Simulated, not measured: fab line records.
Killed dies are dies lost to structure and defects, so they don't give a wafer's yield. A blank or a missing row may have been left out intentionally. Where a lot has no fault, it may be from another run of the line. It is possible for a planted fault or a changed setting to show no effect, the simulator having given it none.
fab line records	flow n5_finfet
record: lots: 9	wafers: 26	last_day: 20
route steps=1938 shown BEOL_M0_SAQP@667 BEOL_M0_CUTY@710 BEOL_M4@1111 PASSIVATION@1936
lots that met no fault: taken from a fault-free run of the same line
start_h: start of the lot's first displayed wafer, in hours after the record's first day	wait_h: how many hours have passed since the lot's step before this one	" identical to the entry in the row above	L1.1+2: a single row standing in for several wafers	- either no value or no given start	* or withheld: withheld	< > ~ a bound
route shown NAME@n: names a module that has steps shown in the file, with the first one's number in the route	usual: mean/standard deviation taken from wafers without a fault	same: alike in all rows	chamber/n: place in a boat	sites: readings site by site	_std_site: how widely they spread, as a standard deviation	_edge_site: outer sites' mean less inner sites'	radius_mm: for every site, how far away it sits from the centre of the wafer	mask NAME#n: copy n	behind: the most recent tool/chamber to have shaped the wafer	hold: what put the lot on hold/how long, in hours/how the hold closed	device: whichever transistor did not switch (one of n, p or np)	end of line: tests of these same wafers at the route's end	a step given without rows: its recipe and nothing more	killed: at the first sort, the dies lost to defects and structure; wafer yield is something else	map: a wafer's dies, marking killed ones x, the rest . and places with no die _
set.NAME: the setting that was run; set.NAME@STEP: the one run at that earlier step	model.NAME: the simulator's own value behind a step, which no gauge read
route steps across a sampled set of lots; one table per step, one row per wafer
services: a tool's chamber out of use, with start hour (start_h, from the record's first day; less than 0 if before it), hours out, and reason
== steps ==
step: N5_BEOL_M0_SAQP_ETCH_101
recipe: chemistry: CH3F/O2	target: SiNx	mask_material: SiO2	target_depth_a: 299	time_s: 42.7	pressure_mtorr: 30	source_w: 395	bias_w: 73	Ar_flow_sccm: 150	CH3F_flow_sccm: 30	O2_flow_sccm: 20	ion_energy_ev: 120
usual: drypump_motor_current_A: 5.6/0.3	oes_product_au: 0.80/0.074	rf_fwd_power_W: 392.8/1.4	rf_vpp_V: 296/8	showerhead_plenum_p_Torr: 1.99/0.079	throttle_valve_pct: 16.34/0.19
lot.wafer	tool	chamber	start_h	wait_h	drypump_motor_current_A	oes_product_au	rf_fwd_power_W	rf_hours_counter_h	rf_vpp_V	showerhead_plenum_p_Torr	throttle_valve_pct
L310.1	rie_diel-06	3	137.31	0.0	5.8	0.70	392.2	188	293	1.99	16.58
L310.4	"	2	"	"	5.9	0.81	392.3	94	287	1.85	16.27
L310.6	"	1	"	"	5.4	0.85	392.5	-	312	2.05	16.44
L312.2	rie_diel-06	1	152.47	0.0	5.4	0.86	392.0	55	312	2.05	16.45
L312.3	"	3	"	"	5.8	0.71	392.6	192	293	1.99	16.57
L312.4	"	2	"	"	5.9	0.80	393.8	96	289	1.85	16.29
L314.2	rie_diel-03	3	166.12	0.0	4.9	0.76	394.6	172	296	2.07	16.63
L314.6	"	1	"	"	6.4	0.77	391.9	-	301	2.00	16.37
L316.1	rie_diel-06	3	174.28	0.0	5.8	0.71	392.5	195	294	1.99	16.60
L316.2	"	1	"	"	5.4	0.86	391.4	62	311	2.05	16.48
L316.4	"	0	"	"	5.5	0.96	390.5	16	292	1.97	15.99
L317.2	rie_diel-03	1	180.34	0.0	6.4	0.77	393.5	153	300	2.00	16.40
L317.4	"	0	"	"	6.0	0.86	395.5	34	306	2.03	16.18
L317.6	"	0	"	"	6.0	0.87	392.2	-	305	2.03	16.18
L321.1	rie_diel-03	2	206.19	0.0	5.4	0.68	392.4	225	299	2.06	16.54
L321.3	"	0	"	"	6.0	0.85	391.5	40	304	2.03	16.18
L321.5	"	2	"	"	5.4	0.68	391.9	-	298	2.06	16.54
L322.1	rie_diel-03	1	211.84	0.0	6.4	0.76	392.3	161	301	2.00	16.41
L322.4	"	2	"	"	5.4	0.68	393.3	-	300	2.06	16.55
L322.5	"	1	"	"	6.5	0.76	393.3	-	300	2.00	16.41
L327.2	rie_diel-06	2	248.14	0.0	5.9	0.77	392.0	121	288	1.84	16.35
L327.3	"	1	"	"	5.4	0.83	392.1	81	311	2.05	16.53
L327.4	"	3	"	"	5.8	0.69	394.0	213	292	1.98	16.61
L328.1	rie_diel-03	2	252.16	0.0	5.4	0.67	393.7	237	300	2.06	16.56
L328.4	"	0	"	"	6.0	0.83	392.3	53	305	2.03	16.21
L328.6	"	1	"	"	6.5	0.75	393.9	-	301	2.00	16.42
step: N5_BEOL_M0_SAQP_CD_MEAS_40
recipe: target_cd_nm: 30	landing_energy_ev: 500	detector: se_inlens
usual: cd_nm: 29.97/0.25
lot.wafer	tool	chamber	start_h	wait_h	cd_nm
L310.1	cd_sem-02	0	139.57	-	30.04
L310.4	"	0	"	"	30.23
L310.6	"	0	"	"	30.10
L312.2	cd_sem-01	0	154.77	-	30.36
L312.3	"	0	"	"	30.17
L312.4	"	0	"	"	30.11
L314.2	cd_sem-03	0	168.18	-	30.04
L314.6	"	0	"	"	30.11
L316.1	cd_sem-03	0	176.31	-	29.59
L316.2	"	0	"	"	29.58
L316.4	"	0	"	"	29.87
L317.2	cd_sem-02	0	182.70	-	29.53
L317.4	"	0	"	"	30.09
L317.6	"	0	"	"	29.92
L321.1	cd_sem-02	0	208.26	-	30.12
L321.3	"	0	"	"	29.85
L321.5	"	0	"	"	30.12
L322.1	cd_sem-03	0	214.11	-	29.74
L322.4	"	0	"	"	29.69
L322.5	"	0	"	"	29.64
L327.2	cd_sem-01	0	250.33	-	30.00
L327.3	"	0	"	"	29.23
L327.4	"	0	"	"	29.72
L328.1	cd_sem-03	0	255.69	-	30.26
L328.4	"	0	"	"	29.99
L328.6	"	0	"	"	29.89
step: N5_BEOL_M0_SAQP_INSPECT_42
recipe: mode: adi	inspect_instrument: brightfield
usual: raw_defect_count: 276/74
lot.wafer	tool	chamber	start_h	wait_h	raw_defect_count
L310.1	defect_inspect-01	-	139.66	0.1	229
L310.4	"	-	"	"	300
L310.6	"	-	"	"	265
L312.2	defect_inspect-02	-	154.85	0.0	239
L312.3	"	-	"	"	236
L312.4	"	-	"	"	262
L314.2	defect_inspect-02	-	168.27	0.0	228
L314.6	"	-	"	"	162
L316.1	defect_inspect-02	-	176.40	0.1	1029
L316.2	"	-	"	"	394
L316.4	"	-	"	"	213
L317.2	defect_inspect-02	-	182.79	0.0	271
L317.4	"	-	"	"	200
L317.6	"	-	"	"	252
L321.1	defect_inspect-02	-	208.50	0.2	229
L321.3	"	-	"	"	240
L321.5	"	-	"	"	225
L322.1	defect_inspect-02	-	214.20	0.1	339
L322.4	"	-	"	"	278
L322.5	"	-	"	"	292
L327.2	defect_inspect-02	-	250.42	0.0	314
L327.3	"	-	"	"	244
L327.4	"	-	"	"	229
L328.1	defect_inspect-02	-	255.78	0.1	172
L328.4	"	-	"	"	275
L328.6	"	-	"	"	149
step: N5_BEOL_M0_SAQP_ALD_48
recipe: material: SiO2	target_thk_a: 200	temp_c: 100	ald_precursor_family: BDEAS	ald_co_reactant: O2-plasma	pulse_time_s: 1	co_reactant_pulse_time_s: 1	purge_time_s: 2	co_reactant_purge_time_s: 2	ald_cycles: 139	pressure_torr: 2
usual: chamber_pressure_Torr: 1.999/0.0044	heater_power_w: 81/11	precursor_pulse_height_rel: 0.997/0.021	susceptor_temp_C: 100.00/0.13
same: co_reactant_purge_time_s: 2	purge_time_s: 2
lot.wafer	tool	chamber	start_h	wait_h	chamber_pressure_Torr	heater_power_w	precursor_pulse_height_rel	susceptor_temp_C
L310.1	ald_sin-04	3	140.15	0.2	2.004	96	0.986	100.18
L310.4	"	1	"	"	1.996	99	0.947	99.97
L310.6	"	0	"	"	2.003	84	0.984	99.87
L312.2	ald_sin-04	3	155.37	0.2	1.990	99	1.007	100.08
L312.3	"	2	"	"	2.001	75	0.964	100.07
L312.4	"	1	"	"	1.996	97	1.014	99.88
L314.2	ald_sin-02	1	168.77	0.0	2.011	86	1.006	100.19
L314.6	"	1	"	"	2.005	85	1.001	100.06
L316.1	ald_sin-02	2	177.02	0.2	1.996	71	0.957	99.97
L316.2	"	3	"	"	2.004	81	1.015	100.13
L316.4	"	0	"	"	2.000	66	0.976	100.05
L317.2	ald_sin-04	3	183.18	0.1	1.998	94	0.997	100.01
L317.4	"	0	"	"	2.006	85	1.005	99.91
L317.6	"	3	"	"	2.002	97	0.980	100.19
L321.1	ald_sin-04	3	208.82	0.0	2.000	94	0.977	99.84
L321.3	"	0	"	"	2.000	82	0.974	100.08
L321.5	"	3	"	"	2.004	94	0.994	99.88
L322.1	ald_sin-04	0	214.65	0.2	2.010	86	1.015	99.88
L322.4	"	2	"	"	2.002	77	1.005	100.00
L322.5	"	0	"	"	2.001	86	1.014	99.85
L327.2	ald_sin-04	0	250.75	0.0	1.999	85	0.991	100.00
L327.3	"	1	"	"	1.996	99	1.011	99.83
L327.4	"	3	"	"	2.004	97	0.999	100.14
L328.1	ald_sin-01	2	256.10	0.0	1.996	70	0.987	100.09
L328.4	"	3	"	"	2.002	69	0.999	99.93
L328.6	"	3	"	"	2.001	67	0.989	100.00
step: N5_BEOL_M0_SAQP_STRIP_75
recipe: chemistry: CF4	resist: SiARC	power_w: 300	bias_power_w: 75	pressure_mtorr: 50	cf4_flow_sccm: 150	rf_frequency_hz: 6e+07
usual: cf4_flow_sccm: 150.0/0.47	drypump_motor_current_A: 5.7/0.34	oes_product_au: 0.184/0.017	rf_fwd_power_W: 293.5/1.3	rf_vpp_V: 271.0/1.5	showerhead_plenum_p_Torr: 1.79/0.061	throttle_valve_pct: 13.57/0.21
lot.wafer	tool	chamber	start_h	wait_h	cf4_flow_sccm	drypump_motor_current_A	oes_product_au	rf_fwd_power_W	rf_hours_counter_h	rf_vpp_V	showerhead_plenum_p_Torr	throttle_valve_pct
L310.1	rie_diel-06	2	140.77	0.1	150.2	5.8	0.193	293.5	94	268.6	1.69	13.59
L310.4	"	0	"	"	149.8	5.5	0.218	292.4	7	270.1	1.76	13.13
L310.6	"	1	"	"	151.1	5.4	0.201	292.0	-	271.0	1.81	13.47
L312.2	rie_diel-03	3	156.00	0.1	149.4	4.9	0.177	294.8	169	272.2	1.86	13.86
L312.3	"	2	"	"	150.2	5.4	0.161	294.0	211	272.2	1.82	13.57
L312.4	"	0	"	"	150.0	6.0	0.210	292.0	27	272.6	1.85	13.47
L314.2	rie_diel-02	3	169.40	0.1	149.5	5.7	0.176	296.4	194	270.0	1.70	13.76
L314.6	"	2	"	"	149.8	5.5	0.176	293.1	-	272.0	1.80	13.70
L316.1	rie_diel-06	0	177.65	0.1	150.0	5.5	0.222	293.4	17	270.6	1.76	13.13
L316.2	"	2	"	"	150.2	5.8	0.186	292.1	103	267.6	1.69	13.60
L316.4	"	1	"	"	150.3	5.3	0.190	292.2	63	272.9	1.81	13.51
L317.2	rie_diel-06	1	184.05	0.1	150.5	5.4	0.194	292.3	64	272.4	1.81	13.49
L317.4	"	2	"	"	149.4	5.8	0.183	293.6	104	270.7	1.68	13.61
L317.6	"	2	"	"	149.5	5.8	0.186	293.7	-	267.9	1.68	13.61
L321.1	rie_diel-02	0	209.44	0.1	149.6	5.5	0.186	290.5	107	269.2	1.73	13.40
L321.3	"	3	"	"	149.6	5.6	0.169	294.9	204	269.6	1.70	13.79
L321.5	"	0	"	"	150.1	5.5	0.188	293.1	-	272.7	1.73	13.39
L322.1	rie_diel-03	2	215.28	0.1	150.9	5.4	0.158	293.6	228	273.2	1.81	13.60
L322.4	"	1	"	"	149.3	6.4	0.178	295.7	-	270.5	1.81	13.71
L322.5	"	2	"	"	149.4	5.4	0.157	294.3	-	271.8	1.81	13.60
L327.2	rie_diel-02	2	251.47	0.1	150.0	5.5	0.173	291.7	197	270.7	1.79	13.75
L327.3	"	0	"	"	149.7	5.5	0.181	294.7	120	269.6	1.73	13.42
L327.4	"	3	"	"	149.0	5.7	0.164	294.2	216	268.7	1.70	13.82
L328.1	rie_diel-02	3	256.74	0.1	150.6	5.6	0.173	294.1	218	267.7	1.70	13.81
L328.4	"	3	"	"	149.7	5.6	0.171	296.5	-	268.8	1.70	13.81
L328.6	"	2	"	"	149.8	5.5	0.167	293.4	-	270.7	1.79	13.76
step: N5_BEOL_M0_CUTY_INSPECT_59
recipe: mode: adi	inspect_instrument: macro
usual: raw_defect_count: 1.9/1.3
lot.wafer	tool	chamber	start_h	wait_h	raw_defect_count
L310.1	defect_inspect-02	-	141.22	0.0	3
L310.4	"	-	"	"	2
L310.6	"	-	"	"	3
L312.2	defect_inspect-02	-	156.45	0.0	3
L312.3	"	-	"	"	3
L312.4	"	-	"	"	2
L314.2	defect_inspect-02	-	169.84	0.0	3
L314.6	"	-	"	"	0
L316.1	defect_inspect-02	-	177.97	0.0	>300
L316.2	"	-	"	"	0
L316.4	"	-	"	"	2
L317.2	defect_inspect-02	-	184.50	0.0	2
L317.4	"	-	"	"	1
L317.6	"	-	"	"	2
L321.1	defect_inspect-02	-	209.76	0.0	4
L321.3	"	-	"	"	2
L321.5	"	-	"	"	3
L322.1	defect_inspect-02	-	215.73	0.0	1
L322.4	"	-	"	"	2
L322.5	"	-	"	"	4
L327.2	defect_inspect-02	-	251.91	0.0	2
L327.3	"	-	"	"	3
L327.4	"	-	"	"	2
L328.1	defect_inspect-01	-	257.19	0.0	1
L328.4	"	-	"	"	1
L328.6	"	-	"	"	2
step: N5_BEOL_M4_RC_MEAS_101
usual: DIBL_N: 36.5/2.1	DIBL_P: 36.6/2.6	IOFF_N: 0.17/0.044	IOFF_P: 0.21/0.048	ION_N: 674/17	ION_P: 462/9.5	SS_N: 71.6/0.77	SS_P: 73.5/0.72	VT_N: 250/4.2	VT_P: -250/3.9
lot.wafer	tool	chamber	start_h	wait_h	DIBL_N[mV/V]	DIBL_P[mV/V]	IOFF_N[nA/um]	IOFF_P[nA/um]	ION_N[uA/um]	ION_P[uA/um]	SS_N[mV/dec]	SS_P[mV/dec]	VT_N[mV]	VT_P[mV]
L310.1	prober-02	0	236.60	0.0	34.7	35.1	0.13	0.16	675	459	70.9	73.1	255	-254
L310.4	"	0	"	"	36.8	38.1	0.17	0.21	687	468	71.0	73.9	249	-252
L310.6	"	0	"	"	32.4	33.0	0.10	0.15	657	460	70.7	71.7	254	-254
L314.2	prober-01	0	252.24	0.2	36.6	35.0	0.16	0.21	691	467	71.0	73.7	253	-253
L314.6	"	0	"	"	36.9	35.7	0.18	0.22	697	473	71.7	73.7	249	-250
L312.2	prober-02	0	257.03	0.2	35.0	34.2	0.13	0.15	644	440	71.1	72.1	253	-258
L312.3	"	0	"	"	42.0	43.0	0.28	0.29	704	470	73.0	74.2	241	-251
L312.4	"	0	"	"	34.9	33.9	0.13	0.16	676	457	71.1	73.0	249	-253
L316.1	prober-01	0	275.72	0.0	37.5	38.5	0.20	0.23	679	457	71.9	74.0	246	-251
L316.2	"	0	"	"	33.3	34.1	0.12	0.17	659	454	70.4	72.7	252	-254
L316.4	"	0	"	"	39.0	39.8	0.23	0.25	682	466	72.8	74.5	246	-247
L322.1	prober-01	0	299.93	0.0	37.2	36.8	0.19	0.27	692	484	72.1	74.2	245	-244
L322.4	"	0	"	"	33.4	33.5	0.13	0.20	670	467	70.7	73.6	251	-249
L322.5	"	0	"	"	35.6	34.8	0.16	0.23	662	469	71.8	73.9	249	-244
L317.2	prober-02	0	300.01	0.2	37.6	39.6	0.18	0.24	667	456	72.1	74.0	250	-249
L317.4	"	0	"	"	33.3	33.2	0.12	0.15	664	453	70.7	72.2	253	-255
L317.6	"	0	"	"	38.7	41.4	0.20	0.28	664	460	72.3	74.4	247	-250
L321.1	prober-01	0	320.73	0.6	35.4	36.2	0.16	0.21	656	459	71.1	74.2	251	-250
L321.3	"	0	"	"	36.4	38.3	0.19	0.23	682	465	71.7	74.2	247	-251
L321.5	"	0	"	"	34.7	35.6	0.14	0.19	649	455	71.7	73.3	253	-250
L327.2	prober-02	0	339.48	0.2	34.4	33.6	0.13	0.17	667	457	70.5	72.3	250	-251
L327.3	"	0	"	"	36.6	36.6	0.17	0.22	691	472	71.7	73.8	249	-248
L327.4	"	0	"	"	37.4	37.9	0.18	0.24	679	468	71.6	73.5	250	-246
L328.1	prober-01	0	349.42	0.0	34.9	36.2	0.12	0.17	664	459	71.3	73.3	257	-256
L328.4	"	0	"	"	37.3	38.6	0.16	0.21	671	469	71.8	74.0	252	-251
L328.6	"	0	"	"	35.3	35.4	0.13	0.16	666	453	71.5	72.8	255	-258
step: N5_PASSIVATION_PROBE_49
usual: defect_limited_yield: 91.2/1.5	killed_at_M0_to_M3: 36/10	killed_at_M4_up: 14/5.2	killed_at_contacts: 12/6	killed_at_front_end: 37/10	killed_at_other: 4/3.3	killed_dies: 104/18	killed_open: 68/14	killed_short: 34/7.4	sort_bin_4_leakage: 0.01/0.04	sort_bin_5_function: 5.2/1	sort_bin_6_memory: 3.3/0.7	sort_bin_8_speed: 0.01/0.045	sort_n_pass: 1076/18	sort_yield_pct: 91.2/1.5
same: gross_dies: 1180	killed_at_back_side: 0
lot.wafer	tool	chamber	start_h	wait_h	defect_limited_yield[%]	killed_at_M0_to_M3	killed_at_M4_up	killed_at_contacts	killed_at_front_end	killed_at_other	killed_dies	killed_open	killed_short	sort_bin_4_leakage[%]	sort_bin_5_function[%]	sort_bin_6_memory[%]	sort_bin_8_speed[%]	sort_n_pass	sort_yield_pct[%]
L316.1	prober-01	-	388.69	0.0	81.9	156	19	11	27	0	213	63	38	0	11.6	3.7	0	967	81.9
L316.2	prober-01	-	388.74	0.1	92.0	35	13	10	36	0	94	65	28	0	5.3	2.5	0	1086	92.0
L316.4	prober-01	-	388.84	0.2	92.8	26	11	11	35	2	85	57	28	0	3.6	3.5	0	1095	92.8
L322.1	prober-01	-	420.03	0.0	92.6	25	9	7	32	14	87	45	34	0	4.0	3.1	0	1093	92.6
L322.4	prober-01	-	420.18	0.2	91.1	29	21	8	37	10	105	67	34	0	4.9	3.9	0	1075	91.1
L322.5	prober-01	-	420.23	0.2	91.9	36	13	9	26	11	95	60	30	0	3.7	4.0	0	1085	91.9
killed by level:class
L316.1 BEOL_M0_SAQP:unspecified=112 BEOL_M3:geometric_particle:open=10 BEOL_M0_SAQP:geometric_particle:short=10 MOL_CONTACT_COAG:geometric_particle:open=8 BEOL_M4:geometric_particle:open=7 STI_FIN_REVEAL:geometric_particle:open=6 BEOL_M0_SAQP:geometric_particle:open=6 FIN_SAQP:geometric_particle:short=5
L316.2 BEOL_M3:geometric_particle:open=11 MOL_CONTACT_COAG:geometric_particle:open=8 BEOL_M1:geometric_particle:open=8 FIN_SAQP:geometric_particle:short=5 STI_FIN_REVEAL:geometric_particle:open=5 ILD0:geometric_particle:short=5 BEOL_M0_SAQP:geometric_particle:open=5 BEOL_M0_SAQP:geometric_particle:short=5
L316.4 MOL_CONTACT_COAG:geometric_particle:open=11 BEOL_M3:geometric_particle:open=10 FIN_SAQP:geometric_particle:open=8 STI_FIN_REVEAL:geometric_particle:open=8 FIN_SAQP:geometric_particle:short=7 GATE_CUT:geometric_particle:short=6 BEOL_M2:geometric_particle:open=6 BEOL_M0_SAQP:geometric_particle:open=3
L322.1 STI_FIN_REVEAL:geometric_particle:open=8 MOL_CONTACT_COAG:geometric_particle:open=6 PASSIVATION:area_etch=6 BEOL_M0_SAQP:geometric_particle:short=5 BEOL_M4:geometric_particle:open=5 STARTING-WAFER:geometric_particle:short=5 FIN_SAQP:geometric_particle:short=4 GATE_CUT:geometric_particle:short=4
L322.4 BEOL_M0_SAQP:geometric_particle:open=8 BEOL_M0_SAQP:geometric_particle:short=7 BEOL_M3:geometric_particle:open=7 BEOL_M4:geometric_particle:open=7 BEOL_M3:geometric_particle:short=6 GATE_CUT:geometric_particle:short=6 MOL_CONTACT_COAG:geometric_particle:open=6 BEOL_M5:geometric_particle:open=6
L322.5 FIN_SAQP:geometric_particle:open=8 MOL_CONTACT_COAG:geometric_particle:open=8 BEOL_M3:geometric_particle:open=8 BEOL_M4:geometric_particle:open=8 BEOL_M0_SAQP:geometric_particle:short=6 GATE_CUT:geometric_particle:short=5 BEOL_M0_SAQP:geometric_particle:open=5 FIN_SAQP:geometric_particle:short=4
== services ==
tool	chamber	start_h	hours	kind
rie_diel-02	3	114.40	6.5	repair
rie_diel-03	1	114.46	10.7	repair
ald_sin-02	0	137.06	5.4	repair
rie_diel-03	3	139.89	3.5	repair
ald_sin-02	3	141.38	19.9	repair
rie_diel-02	2	162.48	6.6	repair
rie_diel-06	3	163.11	4.1	repair
ald_sin-01	-	176.75	14.0	pm
ald_sin-01	0	176.75	14.0	vent_cycle
ald_sin-01	1	176.75	14.0	vent_cycle
ald_sin-01	2	176.75	14.0	vent_cycle
ald_sin-01	3	176.75	14.0	vent_cycle
ald_sin-01	0	190.75	-	clean
ald_sin-01	1	190.75	-	clean
ald_sin-01	2	190.75	-	clean
ald_sin-01	3	190.75	-	clean
rie_diel-03	3	200.07	23.7	repair
rie_diel-03	2	220.43	3.6	repair
rie_diel-02	3	230.01	2.4	repair
rie_diel-02	0	252.10	6.5	repair
== key ==
first_sign: step: N5_BEOL_M0_SAQP_INSPECT_42	reading: raw_defect_count	direction: up	sigmas: 10	usual: 276	struck: 1029
effect: step: N5_BEOL_M0_CUTY_INSPECT_59	reading: raw_defect_count	direction: up	sigmas: 99+	usual: 1.9	struck: >300
effect: step: N5_PASSIVATION_PROBE_49	reading: killed_at_M0_to_M3	direction: up	sigmas: 11	usual: 36	struck: 156
more_kills_born_at: N5_BEOL_M0_SAQP_ETCH_101@rie_diel-06: 112
met_at N5_BEOL_M0_SAQP_ETCH_101
struck_lots L316
struck_wafers L316.1
not_acting_at N5_BEOL_M0_SAQP_CD_MEAS_40,N5_BEOL_M0_SAQP_ALD_48,N5_BEOL_M0_SAQP_STRIP_75
onset_between 152.47 174.28
fault: kind: chamber_particle_source	tool: rie_diel-06	chamber: 3	onset_h: 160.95	steps: N5_BEOL_M0_SAQP_ETCH_101	rate_per_visit_cm2: 1.0694	end_h: 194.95
